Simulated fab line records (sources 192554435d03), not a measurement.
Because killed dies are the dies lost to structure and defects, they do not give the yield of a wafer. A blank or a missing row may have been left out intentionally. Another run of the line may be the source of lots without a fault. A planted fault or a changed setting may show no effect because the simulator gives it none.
Which tool is to blame? / flow n5_finfet / 72 wafers from 24 lots sampled at 6 of the route's 1938 steps

## WHAT EACH GAUGE READ, for each wafer
No reading from a measuring or inspecting step in the record can be judged against a usual standard deviation.

## TOOL THAT RAN EACH LOT (tool first, then ch and the chambers of the sampled wafers, then the start)
lot=L074; N5_BEOL_M2_HM_DEP_02=pvd_sputter-01, day 6 16:20; N5_BEOL_M2_VIA_ETCH_34=rie_diel-05 ch 1,2, day 6 19:15; N5_BEOL_M2_DEGAS_44=pvd_sputter-03, day 6 19:56; N5_BEOL_M2_SURFACE_TREAT_85=pvd_sputter-01, day 6 20:23; N5_BEOL_M2_ANNEAL_80=pvd_sputter-03, day 6 22:40; N5_BEOL_M2_SPUTTER_81=pvd_sputter-03, day 6 22:49
lot=L075; N5_BEOL_M2_HM_DEP_02=pvd_sputter-02, day 6 17:56; N5_BEOL_M2_VIA_ETCH_34=rie_diel-01 ch 0,3, day 6 22:26; N5_BEOL_M2_DEGAS_44=pvd_sputter-01, day 6 23:49; N5_BEOL_M2_SURFACE_TREAT_85=pvd_sputter-01, day 7 00:09; N5_BEOL_M2_ANNEAL_80=pvd_sputter-01, day 7 00:46; N5_BEOL_M2_SPUTTER_81=pvd_sputter-01, day 7 00:55
lot=L076; N5_BEOL_M2_HM_DEP_02=pvd_sputter-01, day 7 02:39; N5_BEOL_M2_VIA_ETCH_34=rie_diel-02 ch 1,2, day 7 17:50; N5_BEOL_M2_DEGAS_44=pvd_sputter-03, day 7 19:08; N5_BEOL_M2_SURFACE_TREAT_85=pvd_sputter-02, day 7 19:32; N5_BEOL_M2_ANNEAL_80=pvd_sputter-03, day 7 20:07; N5_BEOL_M2_SPUTTER_81=pvd_sputter-03, day 7 20:15
lot=L077; N5_BEOL_M2_HM_DEP_02=pvd_sputter-03, day 7 19:43; N5_BEOL_M2_VIA_ETCH_34=rie_diel-02 ch 0,3, day 8 00:53; N5_BEOL_M2_DEGAS_44=pvd_sputter-02, day 8 01:39; N5_BEOL_M2_SURFACE_TREAT_85=pvd_sputter-02, day 8 02:05; N5_BEOL_M2_ANNEAL_80=pvd_sputter-03, day 8 02:45; N5_BEOL_M2_SPUTTER_81=pvd_sputter-03, day 8 02:53
lot=L078; N5_BEOL_M2_HM_DEP_02=pvd_sputter-01, day 8 01:07; N5_BEOL_M2_VIA_ETCH_34=rie_diel-02 ch 1,3, day 8 03:55; N5_BEOL_M2_DEGAS_44=pvd_sputter-03, day 8 04:35; N5_BEOL_M2_SURFACE_TREAT_85=pvd_sputter-03, day 8 05:07; N5_BEOL_M2_ANNEAL_80=pvd_sputter-02, day 8 05:46; N5_BEOL_M2_SPUTTER_81=pvd_sputter-02, day 8 05:54
lot=L079; N5_BEOL_M2_HM_DEP_02=pvd_sputter-03, day 8 07:12; N5_BEOL_M2_VIA_ETCH_34=rie_diel-05 ch 0,2,3, day 8 10:18; N5_BEOL_M2_DEGAS_44=pvd_sputter-02, day 8 11:01; N5_BEOL_M2_SURFACE_TREAT_85=pvd_sputter-01, day 8 11:33; N5_BEOL_M2_ANNEAL_80=pvd_sputter-03, day 8 12:20; N5_BEOL_M2_SPUTTER_81=pvd_sputter-03, day 8 12:28
lot=L080; N5_BEOL_M2_HM_DEP_02=pvd_sputter-01, day 8 07:14; N5_BEOL_M2_VIA_ETCH_34=rie_diel-02 ch 1,2,3, day 8 10:18; N5_BEOL_M2_DEGAS_44=pvd_sputter-01, day 8 10:57; N5_BEOL_M2_SURFACE_TREAT_85=pvd_sputter-02, day 8 11:20; N5_BEOL_M2_ANNEAL_80=pvd_sputter-02, day 8 12:00; N5_BEOL_M2_SPUTTER_81=pvd_sputter-02, day 8 12:08
lot=L081; N5_BEOL_M2_HM_DEP_02=pvd_sputter-01, day 8 10:27; N5_BEOL_M2_VIA_ETCH_34=rie_diel-02 ch 0,1,2, day 8 16:53; N5_BEOL_M2_DEGAS_44=pvd_sputter-03, day 8 17:36; N5_BEOL_M2_SURFACE_TREAT_85=pvd_sputter-02, day 8 18:02; N5_BEOL_M2_ANNEAL_80=pvd_sputter-01, day 8 18:38; N5_BEOL_M2_SPUTTER_81=pvd_sputter-01, day 8 18:46
lot=L082; N5_BEOL_M2_HM_DEP_02=pvd_sputter-02, day 8 13:37; N5_BEOL_M2_VIA_ETCH_34=rie_diel-05 ch 1,2,3, day 8 21:52; N5_BEOL_M2_DEGAS_44=pvd_sputter-02, day 8 23:01; N5_BEOL_M2_SURFACE_TREAT_85=pvd_sputter-01, day 8 23:38; N5_BEOL_M2_ANNEAL_80=pvd_sputter-02, day 9 00:23; N5_BEOL_M2_SPUTTER_81=pvd_sputter-02, day 9 00:32
lot=L083; N5_BEOL_M2_HM_DEP_02=pvd_sputter-02, day 8 14:38; N5_BEOL_M2_VIA_ETCH_34=rie_diel-01 ch 0,1,2, day 8 21:59; N5_BEOL_M2_DEGAS_44=pvd_sputter-01, day 8 23:04; N5_BEOL_M2_SURFACE_TREAT_85=pvd_sputter-01, day 8 23:40; N5_BEOL_M2_ANNEAL_80=pvd_sputter-01, day 9 00:44; N5_BEOL_M2_SPUTTER_81=pvd_sputter-01, day 9 00:52
lot=L084; N5_BEOL_M2_HM_DEP_02=pvd_sputter-01, day 9 13:11; N5_BEOL_M2_VIA_ETCH_34=rie_diel-01 ch 0,1,2, day 9 16:17; N5_BEOL_M2_DEGAS_44=pvd_sputter-02, day 9 17:32; N5_BEOL_M2_SURFACE_TREAT_85=pvd_sputter-02, day 9 17:58; N5_BEOL_M2_ANNEAL_80=pvd_sputter-02, day 9 18:49; N5_BEOL_M2_SPUTTER_81=pvd_sputter-02, day 9 18:57
lot=L085; N5_BEOL_M2_HM_DEP_02=pvd_sputter-02, day 9 16:21; N5_BEOL_M2_VIA_ETCH_34=rie_diel-01 ch 0,1,2, day 10 00:23; N5_BEOL_M2_DEGAS_44=pvd_sputter-01, day 10 01:17; N5_BEOL_M2_SURFACE_TREAT_85=pvd_sputter-01, day 10 01:54; N5_BEOL_M2_ANNEAL_80=pvd_sputter-01, day 10 02:51; N5_BEOL_M2_SPUTTER_81=pvd_sputter-01, day 10 03:00
lot=L086; N5_BEOL_M2_HM_DEP_02=pvd_sputter-02, day 9 16:39; N5_BEOL_M2_VIA_ETCH_34=rie_diel-02 ch 1,2,3, day 10 00:23; N5_BEOL_M2_DEGAS_44=pvd_sputter-01, day 10 01:23; N5_BEOL_M2_SURFACE_TREAT_85=pvd_sputter-01, day 10 01:56; N5_BEOL_M2_ANNEAL_80=pvd_sputter-02, day 10 03:14; N5_BEOL_M2_SPUTTER_81=pvd_sputter-02, day 10 03:23
lot=L087; N5_BEOL_M2_HM_DEP_02=pvd_sputter-01, day 10 04:41; N5_BEOL_M2_VIA_ETCH_34=rie_diel-05 ch 0,1,2, day 10 13:57; N5_BEOL_M2_DEGAS_44=pvd_sputter-01, day 10 14:35; N5_BEOL_M2_SURFACE_TREAT_85=pvd_sputter-03, day 10 14:56; N5_BEOL_M2_ANNEAL_80=pvd_sputter-03, day 10 15:31; N5_BEOL_M2_SPUTTER_81=pvd_sputter-03, day 10 15:39
lot=L088; N5_BEOL_M2_HM_DEP_02=pvd_sputter-02, day 10 04:58; N5_BEOL_M2_VIA_ETCH_34=rie_diel-02 ch 0,3, day 10 14:01; N5_BEOL_M2_DEGAS_44=pvd_sputter-03, day 10 14:47; N5_BEOL_M2_SURFACE_TREAT_85=pvd_sputter-01, day 10 15:10; N5_BEOL_M2_ANNEAL_80=pvd_sputter-02, day 10 16:44; N5_BEOL_M2_SPUTTER_81=pvd_sputter-02, day 10 16:53
lot=L089; N5_BEOL_M2_HM_DEP_02=pvd_sputter-03, day 10 11:43; N5_BEOL_M2_VIA_ETCH_34=rie_diel-02 ch 0,2, day 10 18:11; N5_BEOL_M2_DEGAS_44=pvd_sputter-01, day 10 18:41; N5_BEOL_M2_SURFACE_TREAT_85=pvd_sputter-01, day 10 19:03; N5_BEOL_M2_ANNEAL_80=pvd_sputter-01, day 10 19:55; N5_BEOL_M2_SPUTTER_81=pvd_sputter-01, day 10 20:03
lot=L090; N5_BEOL_M2_HM_DEP_02=pvd_sputter-03, day 10 11:49; N5_BEOL_M2_VIA_ETCH_34=rie_diel-05 ch 0,1, day 10 18:11; N5_BEOL_M2_DEGAS_44=pvd_sputter-02, day 10 18:44; N5_BEOL_M2_SURFACE_TREAT_85=pvd_sputter-01, day 10 19:05; N5_BEOL_M2_ANNEAL_80=pvd_sputter-03, day 10 21:38; N5_BEOL_M2_SPUTTER_81=pvd_sputter-03, day 10 21:46
lot=L091; N5_BEOL_M2_HM_DEP_02=pvd_sputter-01, day 10 23:47; N5_BEOL_M2_VIA_ETCH_34=rie_diel-05 ch 0,2, day 11 04:54; N5_BEOL_M2_DEGAS_44=pvd_sputter-03, day 11 05:33; N5_BEOL_M2_SURFACE_TREAT_85=pvd_sputter-03, day 11 05:53; N5_BEOL_M2_ANNEAL_80=pvd_sputter-03, day 11 08:14; N5_BEOL_M2_SPUTTER_81=pvd_sputter-03, day 11 08:22
lot=L092; N5_BEOL_M2_HM_DEP_02=pvd_sputter-02, day 11 03:21; N5_BEOL_M2_VIA_ETCH_34=rie_diel-01 ch 0,1,2, day 11 09:37; N5_BEOL_M2_DEGAS_44=pvd_sputter-03, day 11 10:20; N5_BEOL_M2_SURFACE_TREAT_85=pvd_sputter-03, day 11 10:41; N5_BEOL_M2_ANNEAL_80=pvd_sputter-03, day 11 11:22; N5_BEOL_M2_SPUTTER_81=pvd_sputter-03, day 11 11:31
lot=L093; N5_BEOL_M2_HM_DEP_02=pvd_sputter-02, day 11 04:41; N5_BEOL_M2_VIA_ETCH_34=rie_diel-05 ch 1,3, day 11 12:37; N5_BEOL_M2_DEGAS_44=pvd_sputter-03, day 11 13:15; N5_BEOL_M2_SURFACE_TREAT_85=pvd_sputter-02, day 11 13:43; N5_BEOL_M2_ANNEAL_80=pvd_sputter-02, day 11 14:26; N5_BEOL_M2_SPUTTER_81=pvd_sputter-02, day 11 14:34
lot=L094; N5_BEOL_M2_HM_DEP_02=pvd_sputter-02, day 12 02:10; N5_BEOL_M2_VIA_ETCH_34=rie_diel-01 ch 1,3, day 12 04:13; N5_BEOL_M2_DEGAS_44=pvd_sputter-01, day 12 04:44; N5_BEOL_M2_SURFACE_TREAT_85=pvd_sputter-01, day 12 05:07; N5_BEOL_M2_ANNEAL_80=pvd_sputter-03, day 12 05:41; N5_BEOL_M2_SPUTTER_81=pvd_sputter-03, day 12 05:50
lot=L095; N5_BEOL_M2_HM_DEP_02=pvd_sputter-01, day 12 02:28; N5_BEOL_M2_VIA_ETCH_34=rie_diel-05 ch 1,2, day 12 04:25; N5_BEOL_M2_DEGAS_44=pvd_sputter-01, day 12 04:52; N5_BEOL_M2_SURFACE_TREAT_85=pvd_sputter-01, day 12 05:13; N5_BEOL_M2_ANNEAL_80=pvd_sputter-01, day 12 05:47; N5_BEOL_M2_SPUTTER_81=pvd_sputter-01, day 12 05:55
lot=L096; N5_BEOL_M2_HM_DEP_02=pvd_sputter-01, day 12 05:01; N5_BEOL_M2_VIA_ETCH_34=rie_diel-05 ch 0,1,3, day 12 12:40; N5_BEOL_M2_DEGAS_44=pvd_sputter-02, day 12 13:18; N5_BEOL_M2_SURFACE_TREAT_85=pvd_sputter-03, day 12 13:43; N5_BEOL_M2_ANNEAL_80=pvd_sputter-03, day 12 14:20; N5_BEOL_M2_SPUTTER_81=pvd_sputter-03, day 12 14:28
lot=L097; N5_BEOL_M2_HM_DEP_02=pvd_sputter-02, day 12 13:07; N5_BEOL_M2_VIA_ETCH_34=rie_diel-02 ch 1,2,3, day 12 16:03; N5_BEOL_M2_DEGAS_44=pvd_sputter-01, day 12 16:50; N5_BEOL_M2_SURFACE_TREAT_85=pvd_sputter-01, day 12 17:20; N5_BEOL_M2_ANNEAL_80=pvd_sputter-01, day 12 17:57; N5_BEOL_M2_SPUTTER_81=pvd_sputter-01, day 12 18:05
- N5_BEOL_M2_HM_DEP_02: deposits TiN, target thk 20 nm.
- N5_BEOL_M2_VIA_ETCH_34: etches the open film in C4F6/O2, target depth 69.4 nm, time 65.9 s.
- N5_BEOL_M2_DEGAS_44: time 60 s.
- N5_BEOL_M2_SURFACE_TREAT_85
- N5_BEOL_M2_ANNEAL_80: time 240 s.
- N5_BEOL_M2_SPUTTER_81: material Cu, target thk 4.5 nm, time 8.29 s.

## AS READ BY THE TOOLS THEMSELVES (means over the sampled wafers that have a number; for cases with no such wafer, the mark the record gives instead)
N5_BEOL_M2_HM_DEP_02. Usual: susceptor_temp_C 25.00 C, standard deviation 0.11; throttle_valve_pct 30.0 %, standard deviation 1.1.
lot=L074; tool=pvd_sputter-01; susceptor_temp_C (C)=25.06; throttle_valve_pct (%)=29.9; flag=
lot=L075; tool=pvd_sputter-02; susceptor_temp_C (C)=24.87; throttle_valve_pct (%)=28.3; flag=
lot=L076; tool=pvd_sputter-01; susceptor_temp_C (C)=24.98; throttle_valve_pct (%)=30.1; flag=
lot=L077; tool=pvd_sputter-03; susceptor_temp_C (C)=25.00; throttle_valve_pct (%)=30.2; flag=
lot=L078; tool=pvd_sputter-01; susceptor_temp_C (C)=24.99; throttle_valve_pct (%)=30.0; flag=
lot=L079; tool=pvd_sputter-03; susceptor_temp_C (C)=25.04; throttle_valve_pct (%)=30.2; flag=
lot=L080; tool=pvd_sputter-01; susceptor_temp_C (C)=25.01; throttle_valve_pct (%)=30.2; flag=
lot=L081; tool=pvd_sputter-01; susceptor_temp_C (C)=25.04; throttle_valve_pct (%)=30.3; flag=
lot=L082; tool=pvd_sputter-02; susceptor_temp_C (C)=24.99; throttle_valve_pct (%)=29.2; flag=
lot=L083; tool=pvd_sputter-02; susceptor_temp_C (C)=25.03; throttle_valve_pct (%)=29.7; flag=
lot=L084; tool=pvd_sputter-01; susceptor_temp_C (C)=25.07; throttle_valve_pct (%)=30.1; flag=
lot=L085; tool=pvd_sputter-02; susceptor_temp_C (C)=24.89; throttle_valve_pct (%)=29.2; flag=
lot=L086; tool=pvd_sputter-02; susceptor_temp_C (C)=24.94; throttle_valve_pct (%)=30.4; flag=
lot=L087; tool=pvd_sputter-01; susceptor_temp_C (C)=24.94; throttle_valve_pct (%)=30.4; flag=
lot=L088; tool=pvd_sputter-02; susceptor_temp_C (C)=25.12; throttle_valve_pct (%)=29.6; flag=
lot=L089; tool=pvd_sputter-03; susceptor_temp_C (C)=24.94; throttle_valve_pct (%)=29.9; flag=
lot=L090; tool=pvd_sputter-03; susceptor_temp_C (C)=24.95; throttle_valve_pct (%)=30.5; flag=
lot=L091; tool=pvd_sputter-01; susceptor_temp_C (C)=25.06; throttle_valve_pct (%)=30.3; flag=
lot=L092; tool=pvd_sputter-02; susceptor_temp_C (C)=24.95; throttle_valve_pct (%)=30.1; flag=
lot=L093; tool=pvd_sputter-02; susceptor_temp_C (C)=24.98; throttle_valve_pct (%)=29.0; flag=
lot=L094; tool=pvd_sputter-02; susceptor_temp_C (C)=24.93; throttle_valve_pct (%)=29.7; flag=
lot=L095; tool=pvd_sputter-01; susceptor_temp_C (C)=25.01; throttle_valve_pct (%)=30.2; flag=
lot=L096; tool=pvd_sputter-01; susceptor_temp_C (C)=25.10; throttle_valve_pct (%)=30.2; flag=
lot=L097; tool=pvd_sputter-02; susceptor_temp_C (C)=24.98; throttle_valve_pct (%)=30.4; flag=

N5_BEOL_M2_VIA_ETCH_34. Usual: drypump_motor_current_A 6.0 A, standard deviation 0.52; oes_product_au 0.79 a.u., standard deviation 0.1; rf_vpp_V 670 V, standard deviation 10; showerhead_plenum_p_Torr 2.90 Torr, standard deviation 0.095; throttle_valve_pct 30.7 %, standard deviation 0.36.
lot=L074; tool=rie_diel-05; drypump_motor_current_A (A)=6.2; oes_product_au (a.u.)=0.72; rf_vpp_V (V)=670; showerhead_plenum_p_Torr (Torr)=2.86; throttle_valve_pct (%)=30.5; flag=
lot=L075; tool=rie_diel-01; drypump_motor_current_A (A)=6.2; oes_product_au (a.u.)=0.79; rf_vpp_V (V)=672; showerhead_plenum_p_Torr (Torr)=2.84; throttle_valve_pct (%)=30.9; flag=
lot=L076; tool=rie_diel-02; drypump_motor_current_A (A)=6.2; oes_product_au (a.u.)=0.89; rf_vpp_V (V)=673; showerhead_plenum_p_Torr (Torr)=2.96; throttle_valve_pct (%)=30.4; flag=
lot=L077; tool=rie_diel-02; drypump_motor_current_A (A)=6.1; oes_product_au (a.u.)=0.85; rf_vpp_V (V)=664; showerhead_plenum_p_Torr (Torr)=3.00; throttle_valve_pct (%)=30.8; flag=
lot=L078; tool=rie_diel-02; drypump_motor_current_A (A)=6.4; oes_product_au (a.u.)=0.92; rf_vpp_V (V)=669; showerhead_plenum_p_Torr (Torr)=3.02; throttle_valve_pct (%)=30.5; flag=
lot=L079; tool=rie_diel-05; drypump_motor_current_A (A)=5.8; oes_product_au (a.u.)=0.70; rf_vpp_V (V)=663; showerhead_plenum_p_Torr (Torr)=2.86; throttle_valve_pct (%)=31.0; flag=
lot=L080; tool=rie_diel-02; drypump_motor_current_A (A)=6.1; oes_product_au (a.u.)=0.88; rf_vpp_V (V)=668; showerhead_plenum_p_Torr (Torr)=2.96; throttle_valve_pct (%)=30.6; flag=
lot=L081; tool=rie_diel-02; drypump_motor_current_A (A)=6.2; oes_product_au (a.u.)=0.80; rf_vpp_V (V)=676; showerhead_plenum_p_Torr (Torr)=2.93; throttle_valve_pct (%)=30.4; flag=
lot=L082; tool=rie_diel-05; drypump_motor_current_A (A)=6.1; oes_product_au (a.u.)=0.70; rf_vpp_V (V)=660; showerhead_plenum_p_Torr (Torr)=2.82; throttle_valve_pct (%)=30.7; flag=
lot=L083; tool=rie_diel-01; drypump_motor_current_A (A)=5.9; oes_product_au (a.u.)=0.75; rf_vpp_V (V)=671; showerhead_plenum_p_Torr (Torr)=2.85; throttle_valve_pct (%)=31.0; flag=
lot=L084; tool=rie_diel-01; drypump_motor_current_A (A)=6.0; oes_product_au (a.u.)=0.75; rf_vpp_V (V)=671; showerhead_plenum_p_Torr (Torr)=2.85; throttle_valve_pct (%)=31.0; flag=
lot=L085; tool=rie_diel-01; drypump_motor_current_A (A)=5.9; oes_product_au (a.u.)=0.75; rf_vpp_V (V)=671; showerhead_plenum_p_Torr (Torr)=2.85; throttle_valve_pct (%)=31.0; flag=
lot=L086; tool=rie_diel-02; drypump_motor_current_A (A)=6.1; oes_product_au (a.u.)=0.85; rf_vpp_V (V)=668; showerhead_plenum_p_Torr (Torr)=2.95; throttle_valve_pct (%)=30.6; flag=
lot=L087; tool=rie_diel-05; drypump_motor_current_A (A)=5.9; oes_product_au (a.u.)=0.81; rf_vpp_V (V)=671; showerhead_plenum_p_Torr (Torr)=2.89; throttle_valve_pct (%)=30.8; flag=
lot=L088; tool=rie_diel-02; drypump_motor_current_A (A)=6.2; oes_product_au (a.u.)=0.76; rf_vpp_V (V)=671; showerhead_plenum_p_Torr (Torr)=2.95; throttle_valve_pct (%)=30.6; flag=
lot=L089; tool=rie_diel-02; drypump_motor_current_A (A)=6.1; oes_product_au (a.u.)=0.73; rf_vpp_V (V)=676; showerhead_plenum_p_Torr (Torr)=2.89; throttle_valve_pct (%)=30.5; flag=
lot=L090; tool=rie_diel-05; drypump_motor_current_A (A)=5.9; oes_product_au (a.u.)=0.89; rf_vpp_V (V)=680; showerhead_plenum_p_Torr (Torr)=2.88; throttle_valve_pct (%)=30.8; flag=
lot=L091; tool=rie_diel-05; drypump_motor_current_A (A)=5.6; oes_product_au (a.u.)=0.89; rf_vpp_V (V)=674; showerhead_plenum_p_Torr (Torr)=2.93; throttle_valve_pct (%)=31.1; flag=
lot=L092; tool=rie_diel-01; drypump_motor_current_A (A)=6.0; oes_product_au (a.u.)=0.73; rf_vpp_V (V)=672; showerhead_plenum_p_Torr (Torr)=2.84; throttle_valve_pct (%)=31.0; flag=
lot=L093; tool=rie_diel-05; drypump_motor_current_A (A)=6.3; oes_product_au (a.u.)=0.90; rf_vpp_V (V)=662; showerhead_plenum_p_Torr (Torr)=2.95; throttle_valve_pct (%)=30.5; flag=
lot=L094; tool=rie_diel-01; drypump_motor_current_A (A)=5.5; oes_product_au (a.u.)=0.81; rf_vpp_V (V)=662; showerhead_plenum_p_Torr (Torr)=2.85; throttle_valve_pct (%)=30.7; flag=
lot=L095; tool=rie_diel-05; drypump_motor_current_A (A)=6.2; oes_product_au (a.u.)=0.69; rf_vpp_V (V)=670; showerhead_plenum_p_Torr (Torr)=2.84; throttle_valve_pct (%)=30.5; flag=
lot=L096; tool=rie_diel-05; drypump_motor_current_A (A)=6.1; oes_product_au (a.u.)=0.86; rf_vpp_V (V)=671; showerhead_plenum_p_Torr (Torr)=2.91; throttle_valve_pct (%)=30.6; flag=
lot=L097; tool=rie_diel-02; drypump_motor_current_A (A)=6.1; oes_product_au (a.u.)=0.84; rf_vpp_V (V)=668; showerhead_plenum_p_Torr (Torr)=2.94; throttle_valve_pct (%)=30.7; flag=

N5_BEOL_M2_DEGAS_44. Usual: heater_power_w 333 W, standard deviation 36; susceptor_temp_C 250.01 C, standard deviation 0.19.
lot=L074; tool=pvd_sputter-03; heater_power_w (W)=307; susceptor_temp_C (C)=250.23; flag=
lot=L075; tool=pvd_sputter-01; heater_power_w (W)=338; susceptor_temp_C (C)=249.97; flag=
lot=L076; tool=pvd_sputter-03; heater_power_w (W)=323; susceptor_temp_C (C)=250.20; flag=
lot=L077; tool=pvd_sputter-02; heater_power_w (W)=327; susceptor_temp_C (C)=250.02; flag=
lot=L078; tool=pvd_sputter-03; heater_power_w (W)=320; susceptor_temp_C (C)=250.03; flag=
lot=L079; tool=pvd_sputter-02; heater_power_w (W)=327; susceptor_temp_C (C)=250.09; flag=
lot=L080; tool=pvd_sputter-01; heater_power_w (W)=361; susceptor_temp_C (C)=249.95; flag=
lot=L081; tool=pvd_sputter-03; heater_power_w (W)=306; susceptor_temp_C (C)=249.86; flag=
lot=L082; tool=pvd_sputter-02; heater_power_w (W)=321; susceptor_temp_C (C)=250.16; flag=
lot=L083; tool=pvd_sputter-01; heater_power_w (W)=337; susceptor_temp_C (C)=250.30; flag=
lot=L084; tool=pvd_sputter-02; heater_power_w (W)=339; susceptor_temp_C (C)=250.17; flag=
lot=L085; tool=pvd_sputter-01; heater_power_w (W)=367; susceptor_temp_C (C)=249.78; flag=
lot=L086; tool=pvd_sputter-01; heater_power_w (W)=359; susceptor_temp_C (C)=250.04; flag=
lot=L087; tool=pvd_sputter-01; heater_power_w (W)=350; susceptor_temp_C (C)=250.07; flag=
lot=L088; tool=pvd_sputter-03; heater_power_w (W)=324; susceptor_temp_C (C)=249.92; flag=
lot=L089; tool=pvd_sputter-01; heater_power_w (W)=360; susceptor_temp_C (C)=249.82; flag=
lot=L090; tool=pvd_sputter-02; heater_power_w (W)=320; susceptor_temp_C (C)=250.08; flag=
lot=L091; tool=pvd_sputter-03; heater_power_w (W)=298; susceptor_temp_C (C)=249.98; flag=
lot=L092; tool=pvd_sputter-03; heater_power_w (W)=304; susceptor_temp_C (C)=249.90; flag=
lot=L093; tool=pvd_sputter-03; heater_power_w (W)=317; susceptor_temp_C (C)=250.09; flag=
lot=L094; tool=pvd_sputter-01; heater_power_w (W)=388; susceptor_temp_C (C)=250.04; flag=
lot=L095; tool=pvd_sputter-01; heater_power_w (W)=367; susceptor_temp_C (C)=250.08; flag=
lot=L096; tool=pvd_sputter-02; heater_power_w (W)=323; susceptor_temp_C (C)=250.07; flag=
lot=L097; tool=pvd_sputter-01; heater_power_w (W)=361; susceptor_temp_C (C)=249.93; flag=

N5_BEOL_M2_ANNEAL_80. Usual: heater_power_w 819 W, standard deviation 87; susceptor_temp_C 400.00 C, standard deviation 0.24.
lot=L074; tool=pvd_sputter-03; heater_power_w (W)=785; susceptor_temp_C (C)=399.83; flag=
lot=L075; tool=pvd_sputter-01; heater_power_w (W)=982; susceptor_temp_C (C)=399.87; flag=
lot=L076; tool=pvd_sputter-03; heater_power_w (W)=822; susceptor_temp_C (C)=399.99; flag=
lot=L077; tool=pvd_sputter-03; heater_power_w (W)=745; susceptor_temp_C (C)=400.23; flag=
lot=L078; tool=pvd_sputter-02; heater_power_w (W)=824; susceptor_temp_C (C)=399.79; flag=
lot=L079; tool=pvd_sputter-03; heater_power_w (W)=801; susceptor_temp_C (C)=400.02; flag=
lot=L080; tool=pvd_sputter-02; heater_power_w (W)=779; susceptor_temp_C (C)=400.10; flag=
lot=L081; tool=pvd_sputter-01; heater_power_w (W)=906; susceptor_temp_C (C)=400.08; flag=
lot=L082; tool=pvd_sputter-02; heater_power_w (W)=767; susceptor_temp_C (C)=399.98; flag=
lot=L083; tool=pvd_sputter-01; heater_power_w (W)=908; susceptor_temp_C (C)=400.03; flag=
lot=L084; tool=pvd_sputter-02; heater_power_w (W)=814; susceptor_temp_C (C)=399.97; flag=
lot=L085; tool=pvd_sputter-01; heater_power_w (W)=899; susceptor_temp_C (C)=400.18; flag=
lot=L086; tool=pvd_sputter-02; heater_power_w (W)=771; susceptor_temp_C (C)=399.96; flag=
lot=L087; tool=pvd_sputter-03; heater_power_w (W)=804; susceptor_temp_C (C)=399.81; flag=
lot=L088; tool=pvd_sputter-02; heater_power_w (W)=784; susceptor_temp_C (C)=399.93; flag=
lot=L089; tool=pvd_sputter-01; heater_power_w (W)=847; susceptor_temp_C (C)=399.90; flag=
lot=L090; tool=pvd_sputter-03; heater_power_w (W)=782; susceptor_temp_C (C)=400.01; flag=
lot=L091; tool=pvd_sputter-03; heater_power_w (W)=778; susceptor_temp_C (C)=399.93; flag=
lot=L092; tool=pvd_sputter-03; heater_power_w (W)=762; susceptor_temp_C (C)=400.12; flag=
lot=L093; tool=pvd_sputter-02; heater_power_w (W)=792; susceptor_temp_C (C)=400.17; flag=
lot=L094; tool=pvd_sputter-03; heater_power_w (W)=789; susceptor_temp_C (C)=400.18; flag=
lot=L095; tool=pvd_sputter-01; heater_power_w (W)=830; susceptor_temp_C (C)=400.10; flag=
lot=L096; tool=pvd_sputter-03; heater_power_w (W)=760; susceptor_temp_C (C)=400.08; flag=
lot=L097; tool=pvd_sputter-01; heater_power_w (W)=895; susceptor_temp_C (C)=400.18; flag=

N5_BEOL_M2_SPUTTER_81. Usual: susceptor_temp_C -20.01 C, standard deviation 0.11; throttle_valve_pct 30.2 %, standard deviation 1.1.
lot=L074; tool=pvd_sputter-03; susceptor_temp_C (C)=-20.03; throttle_valve_pct (%)=30.9; flag=
lot=L075; tool=pvd_sputter-01; susceptor_temp_C (C)=-19.99; throttle_valve_pct (%)=29.9; flag=
lot=L076; tool=pvd_sputter-03; susceptor_temp_C (C)=-19.92; throttle_valve_pct (%)=29.4; flag=
lot=L077; tool=pvd_sputter-03; susceptor_temp_C (C)=-20.04; throttle_valve_pct (%)=30.8; flag=
lot=L078; tool=pvd_sputter-02; susceptor_temp_C (C)=-19.97; throttle_valve_pct (%)=30.1; flag=
lot=L079; tool=pvd_sputter-03; susceptor_temp_C (C)=-20.05; throttle_valve_pct (%)=29.9; flag=
lot=L080; tool=pvd_sputter-02; susceptor_temp_C (C)=-19.96; throttle_valve_pct (%)=29.6; flag=
lot=L081; tool=pvd_sputter-01; susceptor_temp_C (C)=-20.02; throttle_valve_pct (%)=30.1; flag=
lot=L082; tool=pvd_sputter-02; susceptor_temp_C (C)=-20.01; throttle_valve_pct (%)=29.7; flag=
lot=L083; tool=pvd_sputter-01; susceptor_temp_C (C)=-19.97; throttle_valve_pct (%)=30.2; flag=
lot=L084; tool=pvd_sputter-02; susceptor_temp_C (C)=-19.98; throttle_valve_pct (%)=29.0; flag=
lot=L085; tool=pvd_sputter-01; susceptor_temp_C (C)=-20.02; throttle_valve_pct (%)=30.0; flag=
lot=L086; tool=pvd_sputter-02; susceptor_temp_C (C)=-20.09; throttle_valve_pct (%)=29.7; flag=
lot=L087; tool=pvd_sputter-03; susceptor_temp_C (C)=-20.04; throttle_valve_pct (%)=30.1; flag=
lot=L088; tool=pvd_sputter-02; susceptor_temp_C (C)=-20.01; throttle_valve_pct (%)=29.7; flag=
lot=L089; tool=pvd_sputter-01; susceptor_temp_C (C)=-19.95; throttle_valve_pct (%)=30.9; flag=
lot=L090; tool=pvd_sputter-03; susceptor_temp_C (C)=-20.08; throttle_valve_pct (%)=29.8; flag=
lot=L091; tool=pvd_sputter-03; susceptor_temp_C (C)=-20.13; throttle_valve_pct (%)=30.5; flag=
lot=L092; tool=pvd_sputter-03; susceptor_temp_C (C)=-20.10; throttle_valve_pct (%)=30.7; flag=
lot=L093; tool=pvd_sputter-02; susceptor_temp_C (C)=-20.06; throttle_valve_pct (%)=29.1; flag=
lot=L094; tool=pvd_sputter-03; susceptor_temp_C (C)=-19.94; throttle_valve_pct (%)=30.8; flag=
lot=L095; tool=pvd_sputter-01; susceptor_temp_C (C)=-20.02; throttle_valve_pct (%)=30.2; flag=
lot=L096; tool=pvd_sputter-03; susceptor_temp_C (C)=-19.84; throttle_valve_pct (%)=30.6; flag=
lot=L097; tool=pvd_sputter-01; susceptor_temp_C (C)=-19.92; throttle_valve_pct (%)=30.0; flag=

## THE ANSWER, worked out from the rows above alone
Rule: a lot counts as off when the mean over its wafers that have a number is more than 3 standard deviations away from the usual mean. Also off: a lot with no number at a reading for which 4 or more lots have one. All remaining lots with rows at the step are treated as sound. The gauges are gone through in route order, then the tools' own readings, and for those a lot's mean is taken as printed above. At the first step where some lot is off, the reading lying furthest off is the one used; lots without a number count as furthest.
No lot is off on any of the readings shown, so nothing can be concluded from this.

## WHAT THE SIMULATOR HAD INSERTED
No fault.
